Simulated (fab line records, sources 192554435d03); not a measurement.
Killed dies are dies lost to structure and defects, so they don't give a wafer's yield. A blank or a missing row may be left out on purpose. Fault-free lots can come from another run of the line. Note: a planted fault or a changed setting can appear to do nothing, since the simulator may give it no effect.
Commonality check across tools | flow n5-finfet | 8 lots and 24 wafers in the sample

== WHY THIS WAS OPENED ==
On 2 of the 8 lots, a flag is raised at N5_PMOS_HMC_CHANNEL_EPI_INSPECT_30 on the reading raw-defect-count. Wafers without a fault read 20, standard deviation 5.9.
Rule: a lot is flagged in two cases, either no wafer of it has a number, or all its wafers with numbers fall more than 4 standard deviations from that mean. The rest of the lots are taken to be sound.

lot  | measured    | on                | raw-defect-count, wafer by wafer | flag
L931 | day 2 20:25 | defect-inspect-02 | 25 19 15                         |
L932 | day 3 02:27 | defect-inspect-02 | 20 16 26                         |
L933 | day 3 10:47 | defect-inspect-02 | 18 20 19                         |
L940 | day 5 04:45 | defect-inspect-02 | 823 756 858                      | FLAGGED
L941 | day 5 10:35 | defect-inspect-01 | 706 804 794                      | FLAGGED
L943 | day 5 22:37 | defect-inspect-02 | 17 16 12                         |
L945 | day 6 09:00 | defect-inspect-01 | 28 23 26                         |
L949 | day 7 09:38 | defect-inspect-02 | 12 32 27                         |
On average the flagged lots read 790, which is +770 against the usual, or +99 or more standard deviations.

== EACH LOT AND THE TOOL IT RAN ON ==
The record holds 2 process steps before the reading, out of a route of 1938 steps. Each cell gives the tool, then ch followed by the chambers the sampled wafers passed through, then the start.
lot  | flag    | N5_PMOS_HMC_CHANNEL_EPI_ETCH_38 | N5_PMOS_HMC_CHANNEL_EPI_EPI_26
L931 |         | rie-si-05 ch 0,1,3, day 2 18:01 | epi-rpcvd-01 ch 0, day 2 20:09
L932 |         | rie-si-03 ch 0,3, day 3 00:04   | epi-rpcvd-02 ch 0, day 3 01:59
L933 |         | rie-si-02 ch 0,2,3, day 3 08:05 | epi-rpcvd-02 ch 0, day 3 10:25
L940 | FLAGGED | rie-si-02 ch 2,3, day 5 02:26   | epi-rpcvd-02 ch 0, day 5 04:31
L941 | FLAGGED | rie-si-05 ch 1,3, day 5 08:09   | epi-rpcvd-02 ch 0, day 5 10:06
L943 |         | rie-si-03 ch 0,2,3, day 5 19:51 | epi-rpcvd-01 ch 0, day 5 22:18
L945 |         | rie-si-05 ch 0,2,3, day 6 06:42 | epi-rpcvd-01 ch 0, day 6 08:38
L949 |         | rie-si-03 ch 1,2,3, day 7 06:46 | epi-rpcvd-01 ch 0, day 7 09:16
What is done by these steps:
- N5_PMOS_HMC_CHANNEL_EPI_ETCH_38: etches SiO2 in CF4, target depth 1.5 nm.
- N5_PMOS_HMC_CHANNEL_EPI_EPI_26: deposits Si from SiH4/H2, target thk 3.8 nm, time 22.7 s.
- N5_PMOS_HMC_CHANNEL_EPI_INSPECT_30: inspects for defects (darkfield).

== FLAGGED OVER TOTAL, TOOL BY TOOL (the gauges that took the reading come last) ==
step                               | tool              | lots run | flagged | share of the flagged lots | sound lots run after its first flagged lot
N5_PMOS_HMC_CHANNEL_EPI_ETCH_38    | rie-si-02         | 2        | 1       | some                      | 0
N5_PMOS_HMC_CHANNEL_EPI_ETCH_38    | rie-si-03         | 3        | 0       | none                      | -
N5_PMOS_HMC_CHANNEL_EPI_ETCH_38    | rie-si-05         | 3        | 1       | some                      | 1 (L945)
N5_PMOS_HMC_CHANNEL_EPI_EPI_26     | epi-rpcvd-01      | 4        | 0       | none                      | -
N5_PMOS_HMC_CHANNEL_EPI_EPI_26     | epi-rpcvd-02      | 4        | 2       | all                       | 0
N5_PMOS_HMC_CHANNEL_EPI_INSPECT_30 | defect-inspect-01 | 2        | 1       | some                      | 1 (L945)
N5_PMOS_HMC_CHANNEL_EPI_INSPECT_30 | defect-inspect-02 | 6        | 1       | some                      | 2 (L943,L949)

== THE TABLE: WHAT IT ALLOWS ==
All flagged lots share 1 row of the table, namely epi-rpcvd-02 at N5_PMOS_HMC_CHANNEL_EPI_EPI_26.
- epi-rpcvd-02 at N5_PMOS_HMC_CHANNEL_EPI_EPI_26 ran 4 lots, 2 of them flagged. Last sound lot L933 at day 3 10:25, first flagged lot L940 at day 5 04:31; a fault beginning in between fits.
Left over: one tool, epi-rpcvd-02 at N5_PMOS_HMC_CHANNEL_EPI_EPI_26.

== WHAT THE SIMULATOR PUT IN ==
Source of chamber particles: epi-rpcvd-02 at N5_PMOS_HMC_CHANNEL_EPI_EPI_26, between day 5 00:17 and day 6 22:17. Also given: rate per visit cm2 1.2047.
Lots struck among those shown: L940, L941. The rule above found the same.
